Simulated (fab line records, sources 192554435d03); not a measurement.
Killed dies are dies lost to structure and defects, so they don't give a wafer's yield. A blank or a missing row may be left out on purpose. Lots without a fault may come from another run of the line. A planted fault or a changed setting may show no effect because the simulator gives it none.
fab line records | flow n5_finfet
record lots=6 wafers=18 last_day=17
route steps=1938 shown DUMMY_GATE@252 SPACER0@258 SD_EPI_N@262 BEOL_M4@1111 PASSIVATION@1936
lots that met no fault: from a run of the same line without faults
start_h: hours from the record's first day to the start of the lot's first wafer shown | wait_h: hours since the lot's step before | " the same as in the row above | L1.1+2: a row that stands for several wafers | - no value, or no start given | * or withheld: withheld | < > ~ a bound
route shown NAME@n: a module of which the file shows steps, and the number in the route of the first | usual: mean/standard deviation of fault-free wafers | same: alike in all rows | chamber/n: place in a boat | sites: the reading at each site | _std_site: their standard deviation | _edge_site: outer sites' mean less inner sites' | radius_mm: how far each site lies from the wafer's centre | mask NAME#n: copy n | behind: the tool/chamber that last shaped the wafer | hold: why the lot was held/for how many hours/how that ended | device: the transistor (n, p or np) that didn't switch | end of line: the same wafers' tests at the end of the route | a step without rows: its recipe alone | killed: dies lost to structure and defects at the first sort, not the wafer's yield | map: a wafer's dies, x killed, . not, _ none there
set.NAME: the setting as run; set.NAME@STEP: as run at that earlier step | model.NAME: the simulator's own value behind a step, which no gauge read
lots at some steps of the route; a table a step, a row a wafer
services: from which hour (start_h, from the record's first day; less than 0 if before it) a tool's chamber was out of use, for how many hours, and why
## steps
# step N5_DUMMY_GATE_PRECLEAN_33
# recipe chemistry=dHF time_s=10 dilution=750:1 temp_c=25
# step N5_DUMMY_GATE_PRECLEAN_25
# recipe chemistry=O3/DIW time_s=45 temp_c=22 o3_ppm=10
# step N5_DUMMY_GATE_PRECLEAN_51
# recipe chemistry=SC2 time_s=45 temp_c=35 mix=1:1:50
# step N5_DUMMY_GATE_SRD_26
# recipe dry=ipa_marangoni time_s=30 temp_c=23 rinse_liquid=diw
# step N5_DUMMY_GATE_UV_OZONE_45
# recipe time_s=120 pressure_torr=760 temp_c=25
# step N5_DUMMY_GATE_INSPECT_27
# recipe inspect_instrument=brightfield mode=aei
# usual raw_defect_count=275/70
# columns lot.wafer tool chamber start_h wait_h raw_defect_count
L678.3 defect_inspect-01 - 50.96 0.0 205
L678.5 " - " " 217
L678.6 " - " " 212
L688.1 defect_inspect-01 - 109.42 0.0 392
L688.3 " - " " 334
L688.6 " - " " 290
L692.2 defect_inspect-01 - 134.37 0.0 314
L692.4 " - " " 264
L692.5 " - " " 194
L694.1 defect_inspect-02 - 142.30 0.0 422
L694.2 " - " " 288
L694.3 " - " " 280
L698.1 defect_inspect-01 - 168.37 0.0 228
L698.3 " - " " 267
L698.5 " - " " 268
L701.1 defect_inspect-02 - 186.36 0.0 318
L701.5 " - " " 352
L701.6 " - " " 342
# step N5_SPACER0_ALD_07
# recipe material=SiNx target_thk_a=20 temp_c=400 ald_precursor_family=SiH2I2 ald_co_reactant=N2/H2-plasma pressure_torr=2
# usual heater_power_w=834/63
# columns lot.wafer tool chamber start_h wait_h heater_power_w
L678.3 ald_sin-01 2 51.00 0.0 848
L678.5 " 2 " " 854
L678.6 " 1 " " 755
L688.1 ald_sin-01 1 111.09 1.7 760
L688.3 " 3 " " 753
L688.6 " 1 " " 767
L692.2 ald_sin-03 3 134.41 0.0 932
L692.4 " 2 " " 766
L692.5 " 1 " " 798
L694.1 ald_sin-04 0 142.33 0.0 856
L694.2 " 1 " " 835
L694.3 " 3 " " 818
L698.1 ald_sin-03 0 168.46 0.1 809
L698.3 " 2 " " 788
L698.5 " 2 " " 777
L701.1 ald_sin-04 2 186.40 0.0 881
L701.5 " 3 " " 833
L701.6 " 2 " " 913
# step N5_SPACER0_ALD_00
# recipe material=SiOCN target_thk_a=35 temp_c=400 ald_precursor_family=alkyl-aminosilane ald_co_reactant=O2/N2-plasma pulse_time_s=3 purge_time_s=2 co_reactant_purge_time_s=2 ald_cycles=58 pressure_torr=2
# usual heater_power_w=837/63 precursor_pulse_height_rel=1.002/0.022
# columns lot.wafer tool chamber start_h wait_h heater_power_w precursor_pulse_height_rel
L678.3 ald_sin-01 2 51.15 0.1 847 1.039
L678.5 " 2 " " 855 1.010
L678.6 " 1 " " 776 1.008
L688.1 ald_sin-01 1 111.25 0.1 749 0.991
L688.3 " 3 " " 781 1.008
L688.6 " 1 " " 771 0.975
L692.2 ald_sin-03 3 134.56 0.1 966 1.016
L692.4 " 2 " " 786 1.029
L692.5 " 1 " " 813 1.045
L694.1 ald_sin-04 0 142.49 0.1 874 1.014
L694.2 " 1 " " 818 0.955
L694.3 " 3 " " 814 1.023
L698.1 ald_sin-03 0 168.61 0.1 800 1.034
L698.3 " 2 " " 764 1.001
L698.5 " 2 " " 774 1.013
L701.1 ald_sin-04 2 186.55 0.1 900 0.998
L701.5 " 3 " " 824 1.005
L701.6 " 2 " " 887 0.975
# step N5_SPACER0_ALD_08
# recipe material=SiNx target_thk_a=20 temp_c=400 ald_precursor_family=SiH2I2 ald_co_reactant=N2/H2-plasma pressure_torr=2
# usual heater_power_w=836/62
# columns lot.wafer tool chamber start_h wait_h heater_power_w
L678.3 ald_sin-01 2 51.41 0.1 851
L678.5 " 2 " " 850
L678.6 " 1 " " 751
L688.1 ald_sin-01 1 111.51 0.1 764
L688.3 " 3 " " 774
L688.6 " 1 " " 780
L692.2 ald_sin-03 3 134.82 0.1 910
L692.4 " 2 " " 779
L692.5 " 1 " " 802
L694.1 ald_sin-04 0 142.74 0.1 843
L694.2 " 1 " " 830
L694.3 " 3 " " 797
L698.1 ald_sin-03 0 168.87 0.1 789
L698.3 " 2 " " 786
L698.5 " 2 " " 809
L701.1 ald_sin-04 2 186.81 0.1 937
L701.5 " 3 " " 790
L701.6 " 2 " " 906
# step N5_SPACER0_INSPECT_04
# recipe inspect_instrument=darkfield mode=post_dep
# usual raw_defect_count=132/28
# columns lot.wafer tool chamber start_h wait_h raw_defect_count
L678.3 defect_inspect-02 - 51.57 0.1 120
L678.5 " - " " 113
L678.6 " - " " 96
L688.1 defect_inspect-02 - 111.66 0.1 207
L688.3 " - " " 152
L688.6 " - " " 150
L692.2 defect_inspect-02 - 134.98 0.1 142
L692.4 " - " " 116
L692.5 " - " " 132
L694.1 defect_inspect-01 - 142.90 0.1 194
L694.2 " - " " 126
L694.3 " - " " 116
L698.1 defect_inspect-01 - 169.02 0.1 92
L698.3 " - " " 121
L698.5 " - " " 110
L701.1 defect_inspect-01 - 186.96 0.1 134
L701.5 " - " " 130
L701.6 " - " " 153
# step N5_SD_EPI_N_COAT_32
# recipe resist=SOC temp_c=250 time_s=60 spin_rpm=1500 resist_thk_nm=350
# step N5_SD_EPI_N_COAT_33
# recipe resist=SiARC temp_c=220 time_s=60 spin_rpm=1500 resist_thk_nm=35
# step N5_SD_EPI_N_COAT_03
# recipe resist=CAR-ArF-block spin_rpm=1500 resist_thk_nm=150
# usual resist_line_temp_C=23.00/0.12 spin_speed_rpm=1499.9/0.82
# columns lot.wafer tool chamber start_h wait_h resist_line_temp_C spin_speed_rpm model.CAR-ArF-block_of_SD_EPI_N_COAT_03.thk_nm
L678.3 litho_track-03 0 51.60 - 22.94 1499.7 150
L678.5 " 0 " " 23.07 1498.7 150
L678.6 " 0 " " 22.90 1499.2 150.2
L688.1 litho_track-05 0 111.70 - 23.13 1499.2 149.6
L688.3 " 0 " " 23.14 1499.8 150.4
L688.6 " 0 " " 23.12 1500.0 150.6
L692.2 litho_track-03 0 135.01 - 22.90 1500.2 149.2
L692.4 " 0 " " 23.19 1499.5 149.2
L692.5 " 0 " " 22.98 1499.2 149.4
L694.1 litho_track-03 0 142.94 - 23.04 1455.9 152.2
L694.2 " 0 " " 23.08 1455.6 152.8
L694.3 " 0 " " 23.11 1456.8 152.4
L698.1 litho_track-03 0 169.06 - 23.03 1453.9 151.6
L698.3 " 0 " " 22.91 1453.3 151
L698.5 " 0 " " 22.94 1453.8 151.4
L701.1 litho_track-01 0 187.00 - 23.06 1500.1 150
L701.5 " 0 " " 23.19 1499.9 150.2
L701.6 " 0 " " 23.18 1500.2 150.2
# step N5_SD_EPI_N_EBR_05
# recipe solvent=PGMEA ebr_width_mm=1.5
# step N5_SD_EPI_N_SOFTBAKE_04
# recipe temp_c=110 time_s=60 resist=CAR-ArF-block
# step N5_SD_EPI_N_EXPOSE_06
# recipe mask_id=SD_N_BLK na=1.35 source_shape=conventional sigma_outer=0.8 polarization=unpolarized target_cd_nm=120 dose_mj=39.75
# step N5_SD_EPI_N_PEB_07
# recipe peb_temp_c=110 peb_time_s=60 resist=CAR-ArF-block
# step N5_SD_EPI_N_DEVELOP_08
# recipe develop_time_s=30 developer=TMAH resist=CAR-ArF-block dev_temp_c=23 rinse_liquid=diw dry=air_spin
# step N5_SD_EPI_N_CD_MEAS_09
# recipe target_cd_nm=120 landing_energy_ev=500 detector=se_inlens
# usual cd_nm=120.1/0.84
# columns lot.wafer tool chamber start_h wait_h cd_nm
L678.3 cd_sem-02 0 51.84 - 120.6
L678.5 " 0 " " 120.4
L678.6 " 0 " " 120.5
L688.1 cd_sem-02 0 112.06 - 119.4
L688.3 " 0 " " 120.3
L688.6 " 0 " " 119.5
L692.2 cd_sem-01 0 135.38 - 120.8
L692.4 " 0 " " 120.8
L692.5 " 0 " " 119.8
L694.1 cd_sem-01 0 143.30 - 120.3
L694.2 " 0 " " 120.2
L694.3 " 0 " " 120.0
L698.1 cd_sem-03 0 169.30 - 119.8
L698.3 " 0 " " 120.7
L698.5 " 0 " " 120.3
L701.1 cd_sem-03 0 187.36 - 121.4
L701.5 " 0 " " 121.5
L701.6 " 0 " " 121.0
# step N5_SD_EPI_N_OVL_MEAS_10
# recipe points_per_wafer=44
# usual SD_N_BLK_OVL=0.1/0.73
# columns lot.wafer tool chamber start_h wait_h SD_N_BLK_OVL[nm]
L678.3 overlay-02 0 51.87 0.0 -0.9
L678.5 " 0 " " -0.2
L678.6 " 0 " " -0.3
L688.1 overlay-02 0 112.09 0.0 -0.5
L688.3 " 0 " " 0.2
L688.6 " 0 " " 0.1
L692.2 overlay-01 0 135.41 0.0 0.8
L692.4 " 0 " " -0.6
L692.5 " 0 " " 1.9
L694.1 overlay-01 0 143.33 0.0 0.4
L694.2 " 0 " " 0.3
L694.3 " 0 " " 0.8
L698.1 overlay-02 0 169.33 0.0 0.1
L698.3 " 0 " " 0.3
L698.5 " 0 " " 0.9
L701.1 overlay-01 0 187.39 0.0 0.6
L701.5 " 0 " " 0.0
L701.6 " 0 " " 0.6
# step N5_SD_EPI_N_INSPECT_11
# recipe mode=adi inspect_instrument=macro
# usual raw_defect_count=1.8/1.4
# columns lot.wafer tool chamber start_h wait_h raw_defect_count
L678.3 defect_inspect-01 - 51.90 0.0 3
L678.5 " - " " 1
L678.6 " - " " 4
L688.1 defect_inspect-02 - 112.11 0.0 5
L688.3 " - " " 4
L688.6 " - " " 3
L692.2 defect_inspect-01 - 135.43 0.0 2
L692.4 " - " " 1
L692.5 " - " " 1
L694.1 defect_inspect-02 - 143.35 0.0 1
L694.2 " - " " 0
L694.3 " - " " 3
L698.1 defect_inspect-02 - 169.35 0.0 1
L698.3 " - " " 2
L698.5 " - " " 5
L701.1 defect_inspect-02 - 187.42 0.0 1
L701.5 " - " " 2
L701.6 " - " " 2
# step N5_SD_EPI_N_DESCUM_14
# recipe chemistry=O2 time_s=7.9 source_power_w=50 bias_power_w=20 pressure_mtorr=20 rf_frequency_hz=2.712e+07 temp_c=40 resist=CAR-ArF-block o2_flow_sccm=225
# usual chamber_pressure_mTorr=20.004/0.025 drypump_motor_current_A=5.6/0.47 oes_product_au=0.81/0.094 rf_vpp_V=243.3/1.6 showerhead_plenum_p_Torr=2.10/0.092 throttle_valve_pct=20.36/0.19
# columns lot.wafer tool chamber start_h wait_h chamber_pressure_mTorr drypump_motor_current_A oes_product_au rf_hours_counter_h rf_vpp_V showerhead_plenum_p_Torr throttle_valve_pct
L678.3 rie_diel-03 0 51.93 0.0 20.012 6.2 0.76 132 243.7 2.19 20.67
L678.5 " 2 " " 19.983 6.0 0.82 - 241.0 2.01 20.26
L678.6 " 3 " " 19.986 5.6 0.72 - 244.4 2.14 20.59
L688.1 rie_diel-04 2 112.22 0.1 20.017 5.1 0.85 42 246.0 2.18 19.94
L688.3 " 3 " " 19.989 5.0 0.72 181 242.2 2.00 20.46
L688.6 " 0 " " 19.980 5.6 0.91 - 245.3 2.23 20.35
L692.2 rie_diel-01 0 135.51 0.1 19.983 6.5 0.86 53 243.8 2.16 20.42
L692.4 " 1 " " 20.003 5.7 0.71 - 241.4 2.01 20.44
L692.5 " 3 " " 20.027 5.7 0.75 - 242.9 2.14 20.20
L694.1 rie_diel-01 0 143.97 0.6 19.995 6.5 0.85 57 244.4 2.16 20.46
L694.2 " 3 " " 19.985 5.7 0.73 175 244.5 2.14 20.22
L694.3 " 1 " " 20.006 5.7 0.72 184 241.4 2.01 20.45
L698.1 rie_diel-04 2 169.60 0.2 19.984 5.1 0.83 62 244.6 2.17 19.97
L698.3 " 3 " " 20.031 5.0 0.72 200 242.3 1.99 20.49
L698.5 " 3 " " 20.024 5.0 0.72 - 240.9 1.99 20.47
L701.1 rie_diel-01 0 187.71 0.3 20.006 6.5 0.83 73 243.4 2.16 20.46
L701.5 " 2 " " 20.004 5.1 0.96 - 243.8 2.22 20.39
L701.6 " 3 " " 20.007 5.7 0.73 - 243.6 2.13 20.24
# step N5_SD_EPI_N_ETCH_34
# recipe chemistry=CF4 target=SiARC target_depth_a=455 mask_material=CAR-ArF-block time_s=75.8 ion_energy_ev=80 pressure_mtorr=40 source_w=545 bias_w=36 Ar_flow_sccm=100 cf4_flow_sccm=100 ends=cleared
# usual bias_w=35.99/0.11 chamber_pressure_mTorr=40.00/0.035 drypump_motor_current_A=5.6/0.47 etch_rf_on_time_s=74.9/2.1 oes_product_au=0.69/0.078 rf_vpp_V=184.2/1.4 showerhead_plenum_p_Torr=2.16/0.097 throttle_valve_pct=15.59/0.21
# columns lot.wafer tool chamber start_h wait_h bias_w chamber_pressure_mTorr drypump_motor_current_A etch_rf_on_time_s oes_product_au rf_hours_counter_h rf_vpp_V showerhead_plenum_p_Torr throttle_valve_pct model.CAR-ArF-block_of_SD_EPI_N_COAT_03.thk_nm
L678.3 rie_diel-03 0 51.96 0.0 36.08 39.98 6.2 77.9 0.64 132 184.7 2.23 15.80 111
L678.5 " 2 " " 36.14 39.99 6.0 74.1 0.70 - 183.6 2.07 15.49 111
L678.6 " 3 " " 36.00 40.04 5.6 79.2 0.61 - 187.1 2.24 16.10 111.2
L688.1 rie_diel-04 2 112.25 0.0 36.11 39.96 5.1 70.0 0.75 42 185.0 2.28 15.36 110.6
L688.3 " 3 " " 35.90 39.98 5.0 71.4 0.63 181 183.0 2.06 15.72 111.4
L688.6 " 0 " " 36.09 40.00 5.5 75.5 0.77 - 185.3 2.29 15.60 111.8
L692.2 rie_diel-01 0 135.54 0.0 35.82 40.00 6.5 75.9 0.72 53 184.5 2.19 15.37 110.2
L692.4 " 1 " " 36.03 40.01 5.7 76.9 0.62 - 183.5 2.05 15.57 110.2
L692.5 " 3 " " 35.87 39.95 5.7 76.5 0.63 - 186.1 2.22 15.61 110.6
L694.1 rie_diel-01 0 144.01 0.0 35.95 39.97 6.5 74.8 0.72 57 184.9 2.19 15.36 113.4
L694.2 " 3 " " 35.94 40.03 5.7 75.1 0.64 175 186.6 2.22 15.62 114
L694.3 " 1 " " 35.99 39.99 5.7 75.4 0.62 184 182.6 2.05 15.59 113.4
L698.1 rie_diel-04 2 169.64 0.0 36.00 40.02 5.1 69.3 0.73 62 185.0 2.27 15.39 112.6
L698.3 " 3 " " 35.80 40.07 5.1 71.5 0.61 200 182.8 2.05 15.75 112.2
L698.5 " 3 " " 35.81 40.02 5.1 71.1 0.62 - 182.3 2.05 15.75 112.6
L701.1 rie_diel-01 0 187.75 0.0 35.95 40.03 6.5 75.8 0.69 73 184.8 2.18 15.41 110.8
L701.5 " 2 " " 35.97 39.98 5.0 75.7 0.82 - 186.2 2.29 15.65 111.2
L701.6 " 3 " " 36.01 39.96 5.7 76.7 0.62 - 185.5 2.21 15.65 111.2
# step N5_SD_EPI_N_ETCH_35
# recipe chemistry=N2/H2 target=SOC overetch_a=1080 mask_material=SiARC temp_c=40 ion_energy_ev=100 source_w=3000 bias_w=133 pressure_mtorr=20 time_s=486 n2_flow_sccm=200 h2_flow_sccm=200
# usual bias_w=133.1/0.39 chamber_pressure_mTorr=20.002/0.017 drypump_motor_current_A=5.6/0.48 n2_flow_sccm=200.0/0.59 oes_product_au=0.72/0.078 rf_vpp_V=240.9/1.6 showerhead_plenum_p_Torr=2.57/0.12 throttle_valve_pct=24.0/0.31
# columns lot.wafer tool chamber start_h wait_h bias_w chamber_pressure_mTorr drypump_motor_current_A n2_flow_sccm oes_product_au rf_hours_counter_h rf_vpp_V showerhead_plenum_p_Torr throttle_valve_pct
L678.3 rie_diel-03 0 52.02 0.0 133.1 20.019 6.3 199.6 0.68 132 241.5 2.67 24.2
L678.5 " 2 " " 133.3 20.017 6.0 200.1 0.73 - 237.7 2.44 23.4
L678.6 " 3 " " 133.0 20.027 5.6 200.7 0.65 - 243.1 2.63 24.1
L688.1 rie_diel-04 2 112.31 0.0 133.6 19.991 5.1 201.5 0.76 42 242.8 2.67 23.5
L688.3 " 3 " " 133.4 19.994 5.1 200.0 0.64 181 240.0 2.45 24.1
L688.6 " 0 " " 132.7 20.007 5.6 199.2 0.81 - 241.6 2.72 23.9
L692.2 rie_diel-01 0 135.60 0.0 132.5 20.003 6.5 200.5 0.76 53 240.8 2.59 23.6
L692.4 " 1 " " 133.1 19.960 5.7 199.2 0.66 - 238.9 2.43 24.0
L692.5 " 3 " " 133.3 19.996 5.7 198.4 0.67 - 242.9 2.68 24.2
L694.1 rie_diel-01 0 144.06 0.0 132.9 20.006 6.5 199.3 0.75 57 241.1 2.59 23.7
L694.2 " 3 " " 132.9 20.023 5.7 199.9 0.66 175 241.6 2.68 24.2
L694.3 " 1 " " 132.3 19.983 5.8 199.8 0.66 184 239.3 2.43 24.0
L698.1 rie_diel-04 2 169.69 0.0 132.9 20.002 5.1 199.7 0.73 62 242.2 2.66 23.5
L698.3 " 3 " " 132.9 20.024 5.1 199.7 0.63 201 238.6 2.44 24.1
L698.5 " 3 " " 133.1 20.017 5.1 199.2 0.63 - 238.5 2.44 24.1
L701.1 rie_diel-01 0 187.80 0.0 133.8 19.990 6.5 200.0 0.73 73 240.5 2.58 23.7
L701.5 " 2 " " 133.4 19.990 5.1 200.0 0.85 - 243.5 2.72 24.2
L701.6 " 3 " " 133.2 19.998 5.7 199.9 0.65 - 242.4 2.67 24.3
# step N5_BEOL_M4_RC_MEAS_101
# usual DIBL_N=36.7/2.4 DIBL_P=37.4/2.9 IOFF_N=0.18/0.05 IOFF_P=0.23/0.058 ION_N=683/16 ION_P=467/11 SS_N=71.7/0.77 SS_P=73.5/0.87 VT_N=249/4.3 VT_P=-250/4.4
# columns lot.wafer tool chamber start_h wait_h DIBL_N[mV/V] DIBL_P[mV/V] IOFF_N[nA/um] IOFF_P[nA/um] ION_N[uA/um] ION_P[uA/um] SS_N[mV/dec] SS_P[mV/dec] VT_N[mV] VT_P[mV]
L678.3 prober-01 0 157.56 1.1 32.0 32.4 0.11 0.14 674 458 70.4 72.8 254 -257
L678.5 " 0 " " 37.2 39.2 0.19 0.25 684 468 72.3 74.5 248 -250
L678.6 " 0 " " 34.4 35.6 0.14 0.18 657 453 72.2 73.5 253 -256
L688.1 prober-01 0 224.21 0.0 35.2 34.6 0.12 0.15 669 453 71.3 72.5 255 -260
L688.3 " 0 " " 36.8 37.6 0.15 0.18 673 454 71.0 72.8 249 -256
L688.6 " 0 " " 38.6 39.5 0.20 0.21 700 474 71.6 74.0 246 -253
L692.2 prober-02 0 251.57 0.2 36.3 35.6 0.15 0.19 677 462 71.0 72.3 247 -252
L692.4 " 0 " " 33.9 34.7 0.14 0.20 696 478 70.7 72.1 247 -248
L692.5 " 0 " " 36.3 36.5 0.15 0.21 682 472 70.6 73.5 245 -246
L694.1 prober-01 0 258.88 0.0 39.3 40.9 0.21 0.28 704 478 72.0 73.9 249 -247
L694.2 " 0 " " 33.3 34.3 0.10 0.17 646 453 70.5 72.6 257 -253
L694.3 " 0 " " 39.0 41.1 0.20 0.28 682 467 72.2 73.9 247 -249
L698.1 prober-01 0 285.46 0.0 38.0 41.1 0.21 0.24 682 455 71.3 74.4 245 -250
L698.3 " 0 " " 33.9 36.3 0.13 0.17 661 456 71.2 72.9 253 -254
L698.5 " 0 " " 37.5 40.8 0.19 0.23 682 463 71.8 74.5 246 -252
L701.1 prober-02 0 300.75 0.0 39.2 41.2 0.25 0.27 742 491 72.1 73.9 240 -246
L701.5 " 0 " " 35.5 35.9 0.14 0.17 669 446 70.9 72.1 249 -254
L701.6 " 0 " " 38.0 39.7 0.21 0.23 699 470 71.5 73.7 247 -252
# step N5_PASSIVATION_PROBE_49
# usual defect_limited_yield=91.4/1.6 killed_at_M0_to_M3=31/11 killed_at_M4_up=14/5.7 killed_at_contacts=12/6 killed_at_front_end=41/13 killed_at_other=3.3/2.8 killed_dies=101/19 killed_open=67/14 killed_short=33/8.2 sort_bin_5_function=5.0/1.1 sort_bin_6_memory=3.3/0.74 sort_n_pass=1078/20 sort_yield_pct=91.3/1.7
# same gross_dies=1180 killed_at_back_side=0 sort_bin_4_leakage[%]=0 sort_bin_8_speed[%]=0
# columns lot.wafer tool chamber start_h wait_h defect_limited_yield[%] killed_at_M0_to_M3 killed_at_M4_up killed_at_contacts killed_at_front_end killed_at_other killed_dies killed_open killed_short sort_bin_5_function[%] sort_bin_6_memory[%] sort_n_pass sort_yield_pct[%]
L678.3 prober-02 - 254.85 0.1 93.8 12 13 3 43 2 73 51 22 3.4 2.7 1107 93.8
L678.5 prober-02 - 254.95 0.2 93.2 29 6 9 27 9 80 48 31 3.6 2.9 1100 93.2
L678.6 prober-02 - 255.00 0.3 93.0 20 8 9 41 5 83 54 28 3.9 2.7 1097 93.0
L688.1 prober-01 - 324.56 0.0 91.5 34 12 3 48 3 100 69 30 5.1 3.2 1080 91.5
L688.3 prober-01 - 324.66 0.1 91.4 27 9 5 58 2 101 58 43 5.3 3.0 1079 91.4
L688.6 prober-01 - 324.81 0.3 89.9 33 12 5 67 2 119 75 42 5.7 3.8 1061 89.9
L694.1 prober-02 - 368.38 0.0 91.0 34 21 20 31 0 106 73 30 5.7 3.1 1074 91.0
L694.2 prober-02 - 368.43 0.1 92.6 33 12 12 24 6 87 62 25 4.8 2.2 1093 92.6
L694.3 prober-02 - 368.48 0.1 91.9 24 19 17 35 1 96 72 24 4.7 3.4 1084 91.9
L701.1 prober-01 - 417.12 0.0 92.2 20 15 23 33 1 92 57 34 4.4 3.1 1088 92.2
L701.5 prober-01 - 417.32 0.2 90.0 25 17 17 51 8 118 79 37 5.8 4.0 1062 90.0
L701.6 prober-01 - 417.37 0.3 88.7 32 26 12 57 6 133 90 43 5.4 5.6 1047 88.7
# killed by level:class
L678.3 FIN_SAQP:geometric_particle:open=12 FIN_SAQP:geometric_particle:short=10 STI_FIN_REVEAL:geometric_particle:open=8 BEOL_M4:geometric_particle:open=6 BEOL_M2:geometric_particle:open=5 STARTING-WAFER:geometric_particle:open=5 STARTING-WAFER:geometric_particle:short=4 MOL_CONTACT_COAG:geometric_particle:open=3
L678.5 FIN_SAQP:geometric_particle:short=7 BEOL_M2:geometric_particle:open=7 MOL_CONTACT_COAG:geometric_particle:open=6 FIN_SAQP:geometric_particle:open=5 DUMMY_GATE:geometric_particle:open=5 BEOL_M0_SAQP:geometric_particle:open=5 BEOL_M0_SAQP:geometric_particle:short=5 BEOL_M4:geometric_particle:open=4
L678.6 FIN_SAQP:geometric_particle:open=8 STI_FIN_REVEAL:geometric_particle:open=8 MOL_CONTACT_COAG:geometric_particle:open=8 BEOL_M2:geometric_particle:open=7 FIN_SAQP:geometric_particle:short=6 BEOL_M4:geometric_particle:open=4 BEOL_M3:geometric_particle:open=4 DUMMY_GATE:geometric_particle:open=3
L688.1 FIN_SAQP:geometric_particle:open=12 BEOL_M0_SAQP:geometric_particle:open=11 STI_FIN_REVEAL:geometric_particle:open=10 BEOL_M0_SAQP:geometric_particle:short=8 BEOL_M1:geometric_particle:open=7 FIN_SAQP:geometric_particle:short=6 BEOL_M4:geometric_particle:open=6 GATE_CUT:geometric_particle:short=4
L688.3 FIN_SAQP:geometric_particle:open=18 FIN_SAQP:geometric_particle:short=15 BEOL_M2:geometric_particle:open=9 STI_FIN_REVEAL:geometric_particle:open=8 BEOL_M0_SAQP:geometric_particle:short=8 STI_FIN_REVEAL:geometric_particle:short=5 MOL_CONTACT_COAG:geometric_particle:open=4 BEOL_M4:geometric_particle:open=4
L688.6 STI_FIN_REVEAL:geometric_particle:open=14 FIN_SAQP:geometric_particle:open=12 FIN_SAQP:geometric_particle:short=12 BEOL_M1:geometric_particle:open=6 BEOL_M2:geometric_particle:open=6 GATE_CUT:geometric_particle:short=6 MOL_CONTACT_COAG:geometric_particle:open=5 BEOL_M0_SAQP:geometric_particle:short=5
L694.1 BEOL_M4:geometric_particle:open=17 MOL_CONTACT_COAG:geometric_particle:open=16 DUMMY_GATE:geometric_particle:open=8 BEOL_M0_SAQP:geometric_particle:open=6 BEOL_M3:geometric_particle:open=6 BEOL_M1:geometric_particle:open=6 ILD0:geometric_particle:short=4 BEOL_M1:geometric_particle:short=4
L694.2 MOL_CONTACT_COAG:geometric_particle:open=9 BEOL_M3:geometric_particle:open=8 BEOL_M4:geometric_particle:open=8 BEOL_M0_SAQP:geometric_particle:short=7 STARTING-WAFER:geometric_particle:open=7 BEOL_M1:geometric_particle:open=5 BEOL_M2:geometric_particle:open=5 BEOL_M0_SAQP:geometric_particle:open=4
L694.3 MOL_CONTACT_COAG:geometric_particle:open=14 STI_FIN_REVEAL:geometric_particle:open=8 BEOL_M0_SAQP:geometric_particle:open=8 BEOL_M4:geometric_particle:open=7 FIN_SAQP:geometric_particle:short=6 DUMMY_GATE:geometric_particle:open=6 BEOL_M1:geometric_particle:open=5 BEOL_M5:geometric_particle:open=5
L701.1 MOL_CONTACT_COAG:geometric_particle:open=16 FIN_SAQP:geometric_particle:open=8 MOL_CONTACT_COAG:geometric_particle:short=7 STARTING-WAFER:geometric_particle:short=6 BEOL_M4:geometric_particle:open=5 BEOL_M7:geometric_particle:open=5 BEOL_M1:geometric_particle:open=4 BEOL_M0_SAQP:geometric_particle:short=4
L701.5 MOL_CONTACT_COAG:geometric_particle:open=15 STI_FIN_REVEAL:geometric_particle:open=13 FIN_SAQP:geometric_particle:open=12 BEOL_M4:geometric_particle:open=10 BEOL_M0_SAQP:geometric_particle:short=8 FIN_SAQP:geometric_particle:short=6 STARTING-WAFER:geometric_particle:open=6 PASS1_CAP:geometric_particle:short=4
L701.6 FIN_SAQP:geometric_particle:open=18 MOL_CONTACT_COAG:geometric_particle:open=11 STI_FIN_REVEAL:geometric_particle:open=11 BEOL_M0_SAQP:geometric_particle:open=8 BEOL_M4:geometric_particle:open=7 FIN_SAQP:geometric_particle:short=6 BEOL_M0_SAQP:geometric_particle:short=6 BEOL_M4:geometric_particle:short=6
## services
# columns tool chamber start_h hours kind
rie_diel-04 3 36.00 5.1 repair
rie_diel-04 0 48.31 - clean
rie_diel-04 0 48.31 - consumable_replace:focus_ring
rie_diel-04 0 48.31 - consumable_replace:showerhead
rie_diel-04 0 48.31 23.4 scheduled_down
rie_diel-04 0 48.31 23.4 vent_cycle
rie_diel-03 3 53.73 7.9 repair
rie_diel-04 1 71.81 - clean
rie_diel-04 1 71.81 - consumable_replace:focus_ring
rie_diel-04 1 71.81 14.5 scheduled_down
rie_diel-04 1 71.81 14.5 vent_cycle
ald_sin-04 - 85.37 14.0 pm
ald_sin-04 0 85.37 14.0 vent_cycle
ald_sin-04 1 85.37 14.0 vent_cycle
rie_diel-01 1 119.12 7.1 repair
rie_diel-01 2 133.21 - clean
rie_diel-01 2 133.21 - consumable_replace:focus_ring
rie_diel-01 2 133.21 - consumable_replace:showerhead
rie_diel-01 2 133.21 16.2 scheduled_down
rie_diel-01 2 133.21 16.2 vent_cycle
rie_diel-03 0 159.33 1.3 repair
ald_sin-01 2 170.46 11.1 repair
rie_diel-04 - 180.48 69.8 repair
rie_diel-03 1 185.26 8.8 repair
## key
first_sign step=N5_SD_EPI_N_COAT_03 reading=spin_speed_rpm direction=down sigmas=55 usual=* struck=*
effect none on later readings
model_effect step=N5_SD_EPI_N_COAT_03 value=CAR-ArF-block_of_SD_EPI_N_COAT_03.thk_nm without=149.6 struck=151.9
model_effect step=N5_SD_EPI_N_ETCH_34 value=CAR-ArF-block_of_SD_EPI_N_COAT_03.thk_nm without=110.7 struck=113
met_at N5_SD_EPI_N_COAT_03
struck_wafers L694.1,L694.2,L694.3,L698.1,L698.3,L698.5
onset_between 135.01 142.94
fault kind=process_parameter_drift tool=litho_track-03 chamber=- onset_h=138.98 steps=N5_SD_EPI_N_COAT_03 channel=spin_rpm offset=* shape=step end_h=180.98 acts_in=* stated=*
